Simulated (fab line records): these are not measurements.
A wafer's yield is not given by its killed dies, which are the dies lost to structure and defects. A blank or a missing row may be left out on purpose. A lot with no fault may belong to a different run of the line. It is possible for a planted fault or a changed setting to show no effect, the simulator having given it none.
Split-lot experiment :: flow n5Finfet :: route with 1938 steps; 7 lots, 21 wafers read

ON THE SPLIT
At N5_BEOL_M8_EXPOSE_08 (exposes mask M8), the setting doseMj was moved away from the recipe's 68.25 on 3 of the 21 wafers read, by +5.6% to +5.9%. For the rest of the wafers, this setting stayed at what the recipe calls for.

FROM THE SPLIT TO THE READING: what the file shows between them, 15 steps
- N5_BEOL_M8_PEB_09: peb time 60 s
- N5_BEOL_M8_DEVELOP_10: develop time 30 s
- N5_BEOL_M8_CD_MEAS_11: target cd 38.5 nm
- N5_BEOL_M8_DESCUM_16: chemistry O2, time 7.9 s
- N5_BEOL_M8_ETCH_61: etches SiARC in CF4, target depth 45.5 nm, time 75.8 s
- N5_BEOL_M8_ETCH_62: etches SOC in N2/H2, target depth 110 nm, overetch 22 nm, time 165 s
- N5_BEOL_M8_STRIP_68: strips in N2/H2
- N5_BEOL_M8_STRIP_67: strips in CF4
- N5_BEOL_M8_HM_OPEN_17: chemistry Cl2/BCl3, target TiN, target depth 20 nm, overetch 6 nm
- N5_BEOL_M8_STRIP_19: strips in O2
- N5_BEOL_M8_CD_MEAS_18: pitch 80 nm, target cd 40 nm
- N5_BEOL_M8_COAT_63: time 60 s, resist thk 60 nm
- N5_BEOL_M8_COAT_64: time 60 s, resist thk 12 nm
- N5_BEOL_M8_PRECLEAN_42: cleans in residue remover, time 60 s
- N5_BEOL_M8_SRD_43: time 30 s

THE READING
cdNm (nm) at N5_BEOL_M8_CD_MEAS_35, where the cd target is 40 nm. Fault-free wafers of this fab line usually give 39.7 nm, standard deviation 0.56 nm.

wafer: L077.1
tool, chamber at the split: arfiScanner-03, 0
doseMj as run: 68.25
against the recipe: recipe
cdNm, nm: 39.3
against lot-mates on the recipe: -

wafer: L077.2
tool, chamber at the split: arfiScanner-03, 0
doseMj as run: 68.25
against the recipe: recipe
cdNm, nm: 40.3
against lot-mates on the recipe: -

wafer: L077.4
tool, chamber at the split: arfiScanner-03, 0
doseMj as run: 68.25
against the recipe: recipe
cdNm, nm: 39.7
against lot-mates on the recipe: -

wafer: L079.1
tool, chamber at the split: arfiScanner-02, 0
doseMj as run: 68.25
against the recipe: recipe
cdNm, nm: 38.6
against lot-mates on the recipe: -

wafer: L079.3
tool, chamber at the split: arfiScanner-02, 0
doseMj as run: 68.25
against the recipe: recipe
cdNm, nm: 39.8
against lot-mates on the recipe: -

wafer: L079.4
tool, chamber at the split: arfiScanner-02, 0
doseMj as run: 68.25
against the recipe: recipe
cdNm, nm: 39.5
against lot-mates on the recipe: -

wafer: L087.1
tool, chamber at the split: arfiScanner-02, 0
doseMj as run: 72.05
against the recipe: +5.6%
cdNm, nm: 43.5
against lot-mates on the recipe: +3.6

wafer: L087.2
tool, chamber at the split: arfiScanner-02, 0
doseMj as run: 68.25
against the recipe: recipe
cdNm, nm: 39.9
against lot-mates on the recipe: -

wafer: L087.4
tool, chamber at the split: arfiScanner-02, 0
doseMj as run: 72.05
against the recipe: +5.6%
cdNm, nm: 42.1
against lot-mates on the recipe: +2.2

wafer: L089.2
tool, chamber at the split: arfiScanner-03, 0
doseMj as run: 72.27
against the recipe: +5.9%
cdNm, nm: 43.1
against lot-mates on the recipe: +3.1

wafer: L089.3
tool, chamber at the split: arfiScanner-03, 0
doseMj as run: 68.25
against the recipe: recipe
cdNm, nm: 40.0
against lot-mates on the recipe: -

wafer: L089.6
tool, chamber at the split: arfiScanner-03, 0
doseMj as run: 68.25
against the recipe: recipe
cdNm, nm: 40.1
against lot-mates on the recipe: -

wafer: L093.3
tool, chamber at the split: arfiScanner-01, 0
doseMj as run: 68.25
against the recipe: recipe
cdNm, nm: 38.3
against lot-mates on the recipe: -

wafer: L093.5
tool, chamber at the split: arfiScanner-01, 0
doseMj as run: 68.25
against the recipe: recipe
cdNm, nm: 39.2
against lot-mates on the recipe: -

wafer: L093.6
tool, chamber at the split: arfiScanner-01, 0
doseMj as run: 68.25
against the recipe: recipe
cdNm, nm: 39.2
against lot-mates on the recipe: -

wafer: L092.2
tool, chamber at the split: arfiScanner-02, 0
doseMj as run: 68.25
against the recipe: recipe
cdNm, nm: 40.2
against lot-mates on the recipe: -

wafer: L092.4
tool, chamber at the split: arfiScanner-02, 0
doseMj as run: 68.25
against the recipe: recipe
cdNm, nm: 39.6
against lot-mates on the recipe: -

wafer: L092.5
tool, chamber at the split: arfiScanner-02, 0
doseMj as run: 68.25
against the recipe: recipe
cdNm, nm: 39.3
against lot-mates on the recipe: -

wafer: L096.3
tool, chamber at the split: arfiScanner-03, 0
doseMj as run: 68.25
against the recipe: recipe
cdNm, nm: 39.8
against lot-mates on the recipe: -

wafer: L096.4
tool, chamber at the split: arfiScanner-03, 0
doseMj as run: 68.25
against the recipe: recipe
cdNm, nm: 39.0
against lot-mates on the recipe: -

wafer: L096.6
tool, chamber at the split: arfiScanner-03, 0
doseMj as run: 68.25
against the recipe: recipe
cdNm, nm: 39.5
against lot-mates on the recipe: -

FIT RESULTS
A straight line over all 21 wafers: cdNm changes by +0.596 nm for each +1% of doseMj; r = +0.91; the points scatter about the line by 0.56 nm.
The same after taking each lot's own level away (the mean of its wafers on the recipe; 21 wafers): +0.52 nm for each +1%; r = +0.93; scatter 0.43 nm.
On that fit, the largest move of doseMj shifts the reading by 3.1 nm.
Across the lots, their own levels run from 38.90 to 40.05 nm, a range of 2.1 times the standard deviation given above.
Thus the slope moves with the lot-to-lot level: the two fits are different.
Check: +3.07 nm against its lot-mates is what the line predicts for one of the wafers moved furthest among these (+5.9%) when that wafer is left out of the fit. Against them it came out at +3.05 nm.

THE WHOLE CHAIN: every reading that the file lists as answering this split, in the file's order
step: N5_BEOL_M8_CD_MEAS_11
what it does: target cd 38.5 nm
reading: cdNm
change (the file's fit): +0.55 nm for each +1% of the setting
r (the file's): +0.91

step: N5_BEOL_M8_ETCH_61
what it does: etches SiARC in CF4, target depth 45.5 nm, time 75.8 s
reading: BEOL_M8.cdOffsetNm (the simulator's own value, which no gauge read)
change (the file's fit): +0.539 nm for each +1% of the setting
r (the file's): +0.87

step: N5_BEOL_M8_ETCH_62
what it does: etches SOC in N2/H2, target depth 110 nm, overetch 22 nm, time 165 s
reading: BEOL_M8.cdOffsetNm (the simulator's own value, which no gauge read)
change (the file's fit): +0.523 nm for each +1% of the setting
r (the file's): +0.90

step: N5_BEOL_M8_CD_MEAS_18
what it does: pitch 80 nm, target cd 40 nm
reading: cdNm
change (the file's fit): +0.501 nm for each +1% of the setting
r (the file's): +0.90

step: N5_BEOL_M8_CD_MEAS_35
what it does: target cd 40 nm
reading: cdNm
change (the file's fit): +0.522 nm for each +1% of the setting
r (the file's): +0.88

FILE'S OWN FIT
cdNm changes by +0.522 nm for each +1% of doseMj, r = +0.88.
